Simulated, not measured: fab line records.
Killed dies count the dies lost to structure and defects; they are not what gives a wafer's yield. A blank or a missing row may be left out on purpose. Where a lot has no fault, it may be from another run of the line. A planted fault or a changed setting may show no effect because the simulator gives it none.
fab line records	flow nandHarc
record: lots: 5	wafers: 14	lastDay: 33
route steps=1302 shown A_BLC@1111 A_M0@1137 END@1302
lots that met no fault: from a run of the same line without faults
startH: start of the lot's first displayed wafer, in hours after the record's first day	waitH: time in hours since the lot's previous step	" as in the row above	L1.1+2: a single row standing in for several wafers	- no value, or no start given	* or withheld: withheld	< > ~ a bound
route shown NAME@n: NAME is a module with steps in the file, n the number in the route of the first one	usual: mean and standard deviation over wafers with no fault	same: alike in all rows	chamber/n: place in a boat	sites: the reading at each site	_std_site: the values' standard deviation	_edge_site: the outer-site mean with the inner-site mean subtracted	radiusMm: how far each site lies from the wafer's centre	mask NAME#n: copy n	behind: the most recent tool/chamber to have shaped the wafer	hold: reason for holding the lot/hours on hold/outcome of the hold	device: whichever transistor did not switch (one of n, p or np)	end of line: the route-end tests of the same wafers	step lacking rows: just its recipe	killed: dies lost to structure and defects at the first sort, not the wafer's yield	map: dies across one wafer; x = killed, . = not, _ = none there
set.NAME: the run value of the setting; set.NAME@STEP: its run value at that earlier step	model.NAME: the simulator's own value behind a step, which no gauge read
a table for each step, a row for each wafer; lots at some steps of the route
services: when a tool's chamber went out of use (startH, in hours from the record's first day, below 0 if earlier), for how many hours, and the reason
== steps ==
step: NHARC_A_BLC_COAT_04
recipe: spinRpm: 1500	resistThkNm: 90
step: NHARC_A_BLC_SOFTBAKE_05
recipe: tempC: 105	timeS: 55
step: NHARC_A_BLC_EBR_06
step: NHARC_A_BLC_EXPOSE_07
recipe: na: 1.35	targetCdNm: 100	doseMj: 67.97	maskId: A_BLC
step: NHARC_A_BLC_PEB_08
recipe: pebTempC: 100	pebTimeS: 65
step: NHARC_A_BLC_DEVELOP_09
recipe: developTimeS: 35	devTempC: 23
step: NHARC_A_BLC_CD_MEAS_10
recipe: targetCdNm: 100	landingEnergyEv: 500
usual: cdNm: 100.0/0.41
lot.wafer	tool	chamber	startH	waitH	cdNm
L928.1	cdSem-02	0	628.37	-	100.1
L928.4	"	0	"	"	100.1
L933.1	cdSem-02	0	661.32	-	100.2
L933.2	"	0	"	"	100.0
L933.4	"	0	"	"	100.0
L934.2	cdSem-01	0	695.15	-	100.2
L934.4	"	0	"	"	99.4
L934.6	"	0	"	"	99.7
L938.2	cdSem-02	0	718.77	-	99.5
L938.3	"	0	"	"	99.6
L938.5	"	0	"	"	100.0
L941.3	cdSem-01	0	748.68	-	99.5
L941.5	"	0	"	"	99.9
L941.6	"	0	"	"	99.9
step: NHARC_A_BLC_OVL_MEAS_11
usual: overlayXNm: -0.3/0.63	overlayYNm: -0.2/0.73
lot.wafer	tool	chamber	startH	waitH	overlayXNm	overlayYNm
L928.1	overlay-01	-	628.46	-	0.6	-0.4
L928.4	"	-	"	"	-0.3	-0.5
L933.1	overlay-01	-	661.41	-	0.6	-0.2
L933.2	"	-	"	"	1.0	0.4
L933.4	"	-	"	"	0.5	0.5
L934.2	overlay-01	-	695.24	-	-1.2	1.1
L934.4	"	-	"	"	-1.4	0.5
L934.6	"	-	"	"	-1.6	0.8
L938.2	overlay-01	-	718.86	-	-1.5	1.0
L938.3	"	-	"	"	-1.8	1.0
L938.5	"	-	"	"	-1.2	1.0
L941.3	overlay-02	-	748.76	-	-0.4	0.1
L941.5	"	-	"	"	0.1	-0.2
L941.6	"	-	"	"	-0.8	-0.2
step: NHARC_A_BLC_INSPECT_12
usual: rawDefectCount: 83/38
lot.wafer	tool	chamber	startH	waitH	rawDefectCount
L928.1	defectInspect-01	-	628.50	0.0	67
L928.4	"	-	"	"	67
L933.1	defectInspect-02	-	661.45	0.0	105
L933.2	"	-	"	"	104
L933.4	"	-	"	"	99
L934.2	defectInspect-02	-	695.28	0.0	125
L934.4	"	-	"	"	89
L934.6	"	-	"	"	117
L938.2	defectInspect-02	-	718.89	0.0	92
L938.3	"	-	"	"	112
L938.5	"	-	"	"	80
L941.3	defectInspect-01	-	748.80	0.0	24
L941.5	"	-	"	"	30
L941.6	"	-	"	"	24
step: NHARC_A_BLC_DESCUM_15
recipe: timeS: 3	o2FlowSccm: 200	arFlowSccm: 0	biasPowerW: 0	chemistry: O2
usual: drypumpMotorCurrentA: 5.7/0.56	oesProductAu: 0.999/0.0076	rfVppV: 57.6/0.98	showerheadPlenumPTorr: 1.87/0.055	throttleValvePct: 11.312/0.0087
lot.wafer	tool	chamber	startH	waitH	drypumpMotorCurrentA	oesProductAu	rfHoursCounterH	rfVppV	showerheadPlenumPTorr	throttleValvePct
L928.4	rieDiel-13	3	628.56	0.1	4.9	1.010	5	56.9	1.80	11.304
L928.1	"	0	"	"	6.5	1.002	6	57.9	1.82	11.307
L933.1	rieDiel-12	2	661.51	0.1	5.7	1.000	2	56.6	1.86	11.327
L933.4	"	0	"	"	6.5	0.998	2	58.1	1.98	11.316
L933.2	"	1	"	"	5.2	0.998	2	57.1	1.88	11.305
L934.4	rieDiel-12	1	695.34	0.1	5.1	0.996	4	58.0	1.88	11.319
L934.2	"	0	"	"	6.4	0.985	4	58.4	1.98	11.325
L934.6	"	1	"	"	5.1	0.993	-	58.7	1.88	11.309
L938.3	rieDiel-13	2	718.95	0.1	5.7	1.007	1	58.4	1.85	11.306
L938.2	"	3	"	"	4.9	0.999	1	58.9	1.80	11.315
L938.5	"	1	"	"	5.2	0.999	-	58.1	1.92	11.321
L941.3	rieDiel-12	3	748.86	0.1	6.1	1.005	9	57.5	1.84	11.324
L941.6	"	3	"	"	6.0	1.008	-	56.1	1.84	11.314
L941.5	"	0	"	"	6.5	1.001	-	57.6	1.97	11.317
step: NHARC_A_BLC_ETCH_16
recipe: targetDepthA: 390	overEtchFrac: 0.3	timeS: 65	ionEnergyEv: 80	cf4FlowSccm: 150	arFlowSccm: 0	rfW: 300	biasW: 100	chemistry: CF4
step: NHARC_A_BLC_ETCH_17
recipe: targetDepthA: 3900	overEtchFrac: 0.25	timeS: 609.38	ionEnergyEv: 200	n2FlowSccm: 150	h2FlowSccm: 150	arFlowSccm: 0	rfW: 400	biasW: 150	chemistry: N2/H2
step: NHARC_A_BLC_ETCH_18
recipe: targetDepthA: 9100	c4f8FlowSccm: 20	o2FlowSccm: 10	arFlowSccm: withheld	rfW: 600	biasW: 1500	chemistry: C4F8/O2/Ar
usual: oesProductAu: 0.950/0.022	rfVppV: 976/3.9
lot.wafer	tool	chamber	startH	waitH	oesProductAu	rfHoursCounterH	rfVppV
L928.1	rieDiel-13	2	629.16	-	0.929	6	974
L928.4	"	0	"	"	0.879	6	973
L933.2	rieDiel-12	3	662.11	-	0.929	3	974
L933.1	"	1	"	"	0.930	2	975
L933.4	"	2	"	"	0.926	2	976
L934.4	rieDiel-12	1	695.97	-	0.966	4	976
L934.2	"	2	"	"	0.960	5	973
L934.6	"	1	"	"	0.954	-	975
L938.2	rieDiel-13	3	719.72	-	0.962	1	970
L938.3	"	1	"	"	0.967	1	977
L938.5	"	1	"	"	0.969	-	979
L941.3	rieDiel-12	0	749.57	-	0.956	9	983
L941.6	"	1	"	"	0.973	-	976
L941.5	"	2	"	"	0.980	-	975
step: NHARC_A_BLC_CD_MEAS_19
usual: cdNm: 99.8/1.4
lot.wafer	tool	chamber	startH	waitH	cdNm
L928.1	cdSem-02	-	629.52	-	101.4
L928.4	"	-	"	"	103.5
L933.1	cdSem-01	-	662.47	-	98.0
L933.2	"	-	"	"	96.5
L933.4	"	-	"	"	99.1
L934.2	cdSem-03	-	696.30	-	99.6
L934.4	"	-	"	"	97.7
L934.6	"	-	"	"	98.9
L938.2	cdSem-02	-	720.10	-	99.1
L938.3	"	-	"	"	100.5
L938.5	"	-	"	"	100.4
L941.3	cdSem-02	-	749.83	-	97.4
L941.5	"	-	"	"	99.6
L941.6	"	-	"	"	99.2
step: NHARC_A_BLC_STRIP_29
recipe: cf4FlowSccm: 150	arFlowSccm: 0	biasW: 0	chemistry: CF4
step: NHARC_A_BLC_STRIP_21
recipe: o2FlowSccm: 500	arFlowSccm: 0	biasW: 0	chemistry: O2
step: NHARC_A_BLC_STRIP_22
recipe: timeS: 600	tempC: 30	chemistry: postEtchResidueRemover
step: NHARC_A_BLC_DEGAS_30
recipe: tempC: 300	timeS: 60
step: NHARC_A_BLC_PRE_CLEAN_31
recipe: timeS: 15	biasV: 250	gas: Ar
step: NHARC_A_BLC_PVD_32
recipe: targetThkA: 50	chamberPressurePa: 5	powerW: 5000	substrateTempC: 200	timeS: 17.7	material: Ti
step: NHARC_A_BLC_ALD_23
recipe: targetThkA: 30	pulseTimeS: 1	aldCycles: 150	tempC: 450	material: TiN
step: NHARC_A_BLC_CVD_24
recipe: targetThkA: 1500	tempC: 300	pressureTorr: 40	wf6FlowSccm: 40	h2FlowSccm: 1600	arFlowSccm: 1560	timeS: 434	material: W
usual: heaterPowerW: 464/39	throttleValvePct: 7.92/0.22
lot.wafer	tool	chamber	startH	waitH	heaterPowerW	sinceWetCleanH	throttleValvePct
L928.1	cvdW-02	0	-	-	512	168	8.16
L928.4	"	0	"	"	511	-	8.06
L933.2	cvdW-02	0	-	-	506	20	8.05
L933.1	"	1	"	"	452	20	7.67
L933.4	"	1	"	"	457	-	7.59
L934.2	cvdW-01	0	-	-	496	-	8.18
L934.4	"	0	"	"	490	-	7.83
L934.6	"	0	"	"	469	-	7.92
L938.2	cvdW-01	0	-	-	492	161	7.74
L938.3	"	0	"	"	485	-	7.62
L938.5	"	0	"	"	476	-	7.47
L941.3	cvdW-01	1	-	-	428	-	7.81
L941.6	"	0	"	"	465	-	7.78
L941.5	"	1	"	"	406	-	7.97
step: NHARC_A_BLC_CMP_25
recipe: tOverpolishS: 30	targetThkNm: 150
step: NHARC_A_BLC_SRD_27
step: NHARC_A_BLC_INSPECT_28
usual: rawDefectCount: 529/130
lot.wafer	tool	chamber	startH	waitH	rawDefectCount
L928.1	defectInspect-01	-	631.56	0.1	532
L928.4	"	-	"	"	560
L933.1	defectInspect-01	-	664.47	0.1	589
L933.2	"	-	"	"	512
L933.4	"	-	"	"	608
L934.2	defectInspect-02	-	698.74	0.1	584
L934.4	"	-	"	"	486
L934.6	"	-	"	"	425
L938.2	defectInspect-01	-	722.13	0.1	369
L938.3	"	-	"	"	490
L938.5	"	-	"	"	490
L941.3	defectInspect-01	-	751.82	0.1	646
L941.5	"	-	"	"	746
L941.6	"	-	"	"	585
step: NHARC_A_M0_DEP_00
recipe: targetThkA: 1500	targetThkNm: 150	tempC: withheld	pressureTorr: 5	flowSccm: 200	rfW: 600	material: SiOC
step: NHARC_A_M0_DEHYDRATE_01
recipe: tempC: 150	timeS: 120
step: NHARC_A_M0_HMDS_02
recipe: timeS: 30
step: NHARC_A_M0_COAT_33
recipe: tempC: 200	timeS: 65
step: NHARC_A_M0_COAT_03
recipe: spinRpm: 1500	resistThkNm: 90
step: NHARC_A_M0_SOFTBAKE_04
recipe: tempC: 105	timeS: 55
step: NHARC_A_M0_EBR_05
step: NHARC_A_M0_EXPOSE_06
recipe: na: 1.35	targetCdNm: 80	doseMj: 83.25	maskId: A_M0
step: NHARC_A_M0_PEB_07
recipe: pebTempC: 100	pebTimeS: 65
step: NHARC_A_M0_DEVELOP_08
recipe: developTimeS: 35	devTempC: 23
step: NHARC_A_M0_CD_MEAS_09
recipe: targetCdNm: 80	landingEnergyEv: 500
usual: cdNm: 80.0/0.53
lot.wafer	tool	chamber	startH	waitH	cdNm
L928.1	cdSem-02	0	632.36	-	80.1
L928.4	"	0	"	"	79.9
L933.1	cdSem-03	0	665.37	-	80.3
L933.2	"	0	"	"	80.8
L933.4	"	0	"	"	79.6
L934.2	cdSem-02	0	699.65	-	80.2
L934.4	"	0	"	"	80.1
L934.6	"	0	"	"	79.9
L938.2	cdSem-03	0	723.03	-	79.2
L938.3	"	0	"	"	80.3
L938.5	"	0	"	"	80.2
L941.3	cdSem-02	0	752.73	-	80.0
L941.5	"	0	"	"	80.2
L941.6	"	0	"	"	79.6
step: NHARC_A_M0_OVL_MEAS_10
recipe: pitchNm: 160
usual: overlayXNm: 0.0/0.88	overlayYNm: 0.1/1
lot.wafer	tool	chamber	startH	waitH	overlayXNm	overlayYNm
L928.1	overlay-01	-	632.45	-	0.6	1.1
L928.4	"	-	"	"	0.6	-0.3
L933.1	overlay-02	-	665.46	-	0.0	1.2
L933.2	"	-	"	"	0.4	1.2
L933.4	"	-	"	"	-0.5	1.0
L934.2	overlay-01	-	699.73	-	-0.2	-0.3
L934.4	"	-	"	"	0.1	0.1
L934.6	"	-	"	"	0.0	0.5
L938.2	overlay-02	-	723.11	-	2.5	0.8
L938.3	"	-	"	"	2.3	1.1
L938.5	"	-	"	"	1.3	1.4
L941.3	overlay-02	-	752.82	-	0.2	-1.6
L941.5	"	-	"	"	0.1	-1.3
L941.6	"	-	"	"	0.4	-1.3
step: NHARC_A_M0_INSPECT_11
usual: rawDefectCount: 84/37
lot.wafer	tool	chamber	startH	waitH	rawDefectCount
L928.1	defectInspect-01	-	632.48	0.0	65
L928.4	"	-	"	"	66
L933.1	defectInspect-02	-	665.49	0.0	105
L933.2	"	-	"	"	104
L933.4	"	-	"	"	96
L934.2	defectInspect-02	-	699.77	0.0	121
L934.4	"	-	"	"	90
L934.6	"	-	"	"	116
L938.2	defectInspect-01	-	723.15	0.0	88
L938.3	"	-	"	"	110
L938.5	"	-	"	"	79
L941.3	defectInspect-01	-	752.85	0.0	27
L941.5	"	-	"	"	31
L941.6	"	-	"	"	26
step: NHARC_A_M0_DESCUM_14
recipe: timeS: 3	o2FlowSccm: 200	arFlowSccm: 0	biasPowerW: 0	chemistry: O2
usual: drypumpMotorCurrentA: 5.6/0.36	oesProductAu: 0.998/0.0079	rfVppV: 57.8/0.86	showerheadPlenumPTorr: 1.91/0.09	throttleValvePct: 11.311/0.0091
lot.wafer	tool	chamber	startH	waitH	drypumpMotorCurrentA	oesProductAu	rfHoursCounterH	rfVppV	showerheadPlenumPTorr	throttleValvePct
L928.1	rieDiel-09	0	632.55	0.1	5.7	0.994	8.2	57.5	1.78	11.312
L928.4	"	2	"	"	5.9	0.999	8.2	55.5	1.79	11.308
L933.4	rieDiel-02	1	665.55	0.1	5.4	1.014	3.8	58.3	1.99	11.314
L933.2	"	2	"	"	5.6	1.005	3.4	57.9	2.05	11.310
L933.1	"	3	"	"	5.3	1.007	3.7	57.4	1.91	11.304
L934.2	rieDiel-02	3	699.84	0.1	5.2	1.002	5.2	56.7	1.90	11.297
L934.4	"	0	"	"	6.1	1.005	5.2	57.3	1.82	11.301
L934.6	"	2	"	"	5.6	0.994	-	58.3	2.05	11.312
L938.2	rieDiel-02	2	723.23	0.1	5.6	1.002	5.8	58.3	2.05	11.301
L938.3	"	3	"	"	5.3	1.001	5.9	57.1	1.90	11.301
L938.5	"	1	"	"	5.4	1.000	-	56.9	1.99	11.312
L941.3	rieDiel-07	3	752.94	0.1	5.1	0.996	6.4	57.1	1.98	11.304
L941.5	"	0	"	"	5.6	0.997	-	56.8	1.96	11.316
L941.6	"	1	"	"	5.4	1.009	-	57.3	1.82	11.298
step: NHARC_A_M0_ETCH_34
recipe: targetDepthA: 400	overetchA: 120	timeS: 43.94	ionEnergyEv: 200	n2FlowSccm: 150	h2FlowSccm: 150	arFlowSccm: 0	rfW: 400	biasW: 150	chemistry: N2/H2
usual: drypumpMotorCurrentA: 5.6/0.36	oesProductAu: 0.999/0.0068	rfVppV: 430.3/2.8	showerheadPlenumPTorr: 2.03/0.098	throttleValvePct: 14.173/0.0095
lot.wafer	tool	chamber	startH	waitH	drypumpMotorCurrentA	oesProductAu	rfHoursCounterH	rfVppV	showerheadPlenumPTorr	throttleValvePct
L928.4	rieDiel-09	1	632.63	0.1	5.9	0.995	8.6	427.5	1.95	14.179
L928.1	"	3	"	"	6.3	0.996	7.8	427.2	1.93	14.172
L933.2	rieDiel-02	2	665.64	0.1	5.6	1.003	3.4	435.2	2.19	14.166
L933.4	"	3	"	"	5.3	1.011	3.7	430.2	2.03	14.176
L933.1	"	1	"	"	5.4	1.008	3.9	433.3	2.12	14.161
L934.4	rieDiel-02	3	699.92	0.1	5.3	1.000	5.2	429.6	2.03	14.189
L934.2	"	0	"	"	6.1	1.000	5.2	428.8	1.94	14.171
L934.6	"	3	"	"	5.3	0.999	-	430.7	2.03	14.172
L938.2	rieDiel-02	3	723.30	0.1	5.3	0.999	5.9	430.8	2.03	14.171
L938.3	"	1	"	"	5.4	1.001	5.9	432.9	2.12	14.177
L938.5	"	0	"	"	6.1	1.007	-	427.8	1.94	14.174
L941.3	rieDiel-07	1	753.02	0.1	5.4	1.005	5.5	427.9	1.93	14.170
L941.5	"	2	"	"	5.1	0.997	-	433.5	2.12	14.188
L941.6	"	3	"	"	5.1	0.999	-	430.8	2.11	14.173
step: NHARC_A_M0_ETCH_15
recipe: targetDepthA: 1500	overetchA: 150	timeS: 82.5	c4f8FlowSccm: withheld	arFlowSccm: 400	rfW: 600	biasW: 300	chemistry: C4F8/Ar
usual: oesProductAu: 0.945/0.024	rfVppV: 441.0/2.8
lot.wafer	tool	chamber	startH	waitH	oesProductAu	rfHoursCounterH	rfVppV
L928.4	rieDiel-09	2	-	-	0.927	8.2	436.5
L928.1	"	3	"	"	0.929	7.8	437.4
L933.4	rieDiel-02	2	-	-	0.964	3.5	445.1
L933.2	"	0	"	"	0.987	4.1	438.6
L933.1	"	1	"	"	0.966	3.9	444.2
L934.4	rieDiel-02	2	-	-	0.960	4.9	446.2
L934.2	"	3	"	"	0.970	5.2	440.4
L934.6	"	1	"	"	0.978	-	443.4
L938.3	rieDiel-02	1	-	-	0.925	5.9	444.4
L938.2	"	2	"	"	0.931	5.8	444.5
L938.5	"	0	"	"	0.921	-	437.6
L941.3	rieDiel-07	1	-	-	0.920	5.5	437.5
L941.5	"	3	"	"	0.919	-	444.4
L941.6	"	0	"	"	0.930	-	443.8
step: NHARC_END_SORT_01
recipe: tempC: 25
usual: killedAtArray: 46/15	killedAtOther: 0.8/1.1	killedAtPeriphery: 4.0/2.9	killedDies: 50/15	killedOpen: 3.2/1.8	killedShort: 2.3/1.6
same: grossDies: 677
lot.wafer	tool	chamber	startH	waitH	killedAtArray	killedAtOther	killedAtPeriphery	killedDies	killedOpen	killedShort
L928.1	prober-01	0	683.04	2.5	38	0	2	40	2	2
L928.4	prober-01	0	685.50	3.5	108	1	2	111	8	1
L934.2	prober-01	0	742.00	2.8	57	0	0	57	3	5
L934.4	prober-01	0	743.61	3.4	54	0	3	57	5	3
L934.6	prober-01	0	745.22	4.0	57	1	5	63	6	3
L941.3	prober-01	0	793.75	3.1	23	2	10	35	4	3
L941.5	prober-01	0	795.35	3.7	31	2	9	42	3	5
L941.6	prober-01	0	796.15	4.0	28	0	5	33	4	1
killed by level:class
L928.1 A_CHANNEL_HOLE_D1:chamberFilmFlake=24 A_CONTACT:chamberFilmFlake=4 A_SLIT:chamberFilmFlake=2 A_WL_FILL:chamberFilmFlake=2 P_CONTACT:geometricParticle:open=1 A_ONON_D1:geometricParticle:open=1 A_ONON_D1:geometricParticle:short=1 A_DECK1_JOINT:geometricParticle:short=1
L928.4 A_BLC:areaEtch=69 A_CHANNEL_HOLE_D1:chamberFilmFlake=28 A_CONTACT:geometricParticle:open=2 A_CONTACT:chamberFilmFlake=2 P_M0:geometricParticle:open=1 A_SOURCE_PLATE:geometricParticle:open=1 A_ONON_D2:geometricParticle:open=1 A_CHANNEL_FILL_D2:geometricParticle:open=1
L934.2 A_CHANNEL_HOLE_D2:chamberFilmFlake=19 A_CHANNEL_HOLE_D1:chamberFilmFlake=15 A_SLIT:chamberFilmFlake=5 A_CHANNEL_FILL_D2:chamberFilmFlake=4 A_CONTACT:chamberFilmFlake=4 A_CHANNEL_FILL_D1:geometricParticle:open=2 A_CHANNEL_FILL_D1:geometricParticle:short=1 A_ONON_D2:geometricParticle:short=1
L934.4 A_CHANNEL_HOLE_D1:chamberFilmFlake=17 A_CHANNEL_HOLE_D2:chamberFilmFlake=16 A_CONTACT:chamberFilmFlake=7 A_SLIT:chamberFilmFlake=5 P_M0:chamberFilmFlake=2 P_M0:geometricParticle:open=1 A_ONON_D1:geometricParticle:open=1 A_DECK1_JOINT:geometricParticle:short=1
L934.6 A_CHANNEL_HOLE_D2:chamberFilmFlake=22 A_CHANNEL_HOLE_D1:chamberFilmFlake=16 A_CHANNEL_FILL_D2:chamberFilmFlake=4 A_STAIRCASE:chamberFilmFlake=4 A_CONTACT:chamberFilmFlake=4 P_CONTACT:geometricParticle:open=3 A_SLIT:chamberFilmFlake=3 P_GATE:geometricParticle:open=2
L941.3 A_CONTACT:chamberFilmFlake=8 P_ZERO_WELL:chamberFilmFlake=4 A_SLIT:chamberFilmFlake=4 A_CHANNEL_FILL_D1:geometricParticle:open=2 P_GATE:chamberFilmFlake=2 A_CHANNEL_FILL_D2:chamberFilmFlake=2 A_STAIRCASE:chamberFilmFlake=2 THIN_TSV:chamberFilmFlake=2
L941.5 A_SLIT:chamberFilmFlake=7 P_GATE:chamberFilmFlake=6 A_STAIRCASE:chamberFilmFlake=4 A_CONTACT:chamberFilmFlake=4 P_ZERO_WELL:chamberFilmFlake=3 A_CHANNEL_HOLE_D2:geometricParticle:short=2 A_DECK1_JOINT:chamberFilmFlake=2 A_CHANNEL_FILL_D2:chamberFilmFlake=2
L941.6 A_SLIT:chamberFilmFlake=10 A_CONTACT:chamberFilmFlake=8 P_GATE:chamberFilmFlake=4 A_CHANNEL_FILL_D2:chamberFilmFlake=3 A_STAIRCASE:chamberFilmFlake=2 P_CONTACT:geometricParticle:open=1 A_SOURCE_PLATE:geometricParticle:open=1 A_SOURCE_PLATE:geometricParticle:short=1
map L928.4 (x killed, . not)
____________.____________
_________......._________
_______..........._______
______.............______
_____..............._____
____...............x.____
____.....x......x...x____
___x..x.............xx___
___............x....xx___
__.....x..........xx.xx__
__.................xx.x__
_..................xxxxx_
_...........x........xxx_
_x.................xx.xx_
_...x..x.............xx._
_...........x.........x._
xx.....x...x......x...x..
.xx..........x........x..
.x......x................
x......x..x..............
..x..x...................
_..x.x.x................_
_x......................_
_xxx.x........x.x......._
_.....x....x.x..x......._
_.xx....x..x..........x._
__x..............x.....__
__x.xx..x.x............__
___.................x.___
___..x.xx....x......xx___
____x......x.x....x..____
____x.x.x....x..x.x..____
_____x.....x.x.x..x._____
______.....xx...xx.______
_______x..x......._______
_________x......_________
____________.____________
map L938.3 (x killed, . not)
____________.____________
_________......._________
_______.......x..._______
______.............______
_____..............._____
____.................____
____.................____
___...................___
___...................___
__....x................__
__...........x.........__
_...x..................._
_......................._
_......................x_
_..x.............x......_
_......................._
.........................
.........................
.........................
.........................
.........................
_........x..........x.x._
_x...................xxx_
_x...................xxx_
_................x..xx.x_
_.............x.....xxx._
__x.................xxx__
__.................xxxx__
___.................xx___
___.........x.....x.x.___
____...x.........x.xx____
____........xx.x.xx..____
_____.........xxxx.x_____
______....xxxxx.xx.______
_______......xxxxx_______
_________..xxxxx_________
____________x____________
== services ==
tool	chamber	startH	hours	kind
rieDiel-07	0	616.95	3.6	repair
rieDiel-12	-	622.40	9.0	pm
rieDiel-02	0	628.70	-	clean
rieDiel-02	1	628.70	-	clean
rieDiel-02	2	628.70	-	clean
rieDiel-02	3	628.70	-	clean
cvdW-02	-	631.06	13.0	pm
rieDiel-09	-	640.04	0.2	repair
rieDiel-13	-	645.25	1.0	repair
rieDiel-13	2	646.59	5.3	repair
rieDiel-07	-	648.21	9.0	pm
cvdW-02	-	651.29	0.5	repair
rieDiel-02	0	653.20	-	clean
rieDiel-02	1	653.20	-	clean
rieDiel-02	2	653.20	-	clean
rieDiel-02	3	653.20	-	clean
rieDiel-07	0	668.24	2.6	repair
rieDiel-07	3	670.62	9.4	repair
rieDiel-09	-	674.15	9.0	pm
cvdW-01	1	683.97	17.3	repair
rieDiel-13	-	696.00	9.0	pm
rieDiel-13	0	711.56	8.8	repair
cvdW-01	-	728.51	13.0	pm
rieDiel-02	-	747.70	9.0	pm
== key ==
firstSign: step: NHARC_END_SORT_01	reading: killedAtArray	direction: up	sigmas: 4.1	usual: 46	struck: 108
effect: step: NHARC_END_SORT_01	reading: killedDies	direction: up	sigmas: 4	usual: 50	struck: 111
moreKillsBornAt: NHARC_A_BLC_ETCH_18@rieDiel-13: 69
metAt NHARC_A_BLC_ETCH_18
struckWafers L928.4
testerLeftOut L928
fault: kind: processParameterDrift	tool: rieDiel-13	chamber: -	onsetH: 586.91	steps: NHARC_A_BLC_ETCH_18	channel: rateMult	offset: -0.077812	shape: step	endH: 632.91	scope: struckWafersOnly
testerLeftOut: of these lots the tester's yield and bins aren't shown, on N5 and GAA mostly nor the transistor test; their killed dies are dies lost to structure and defects alone, not to doping, threshold or leakage, so they don't give the yield
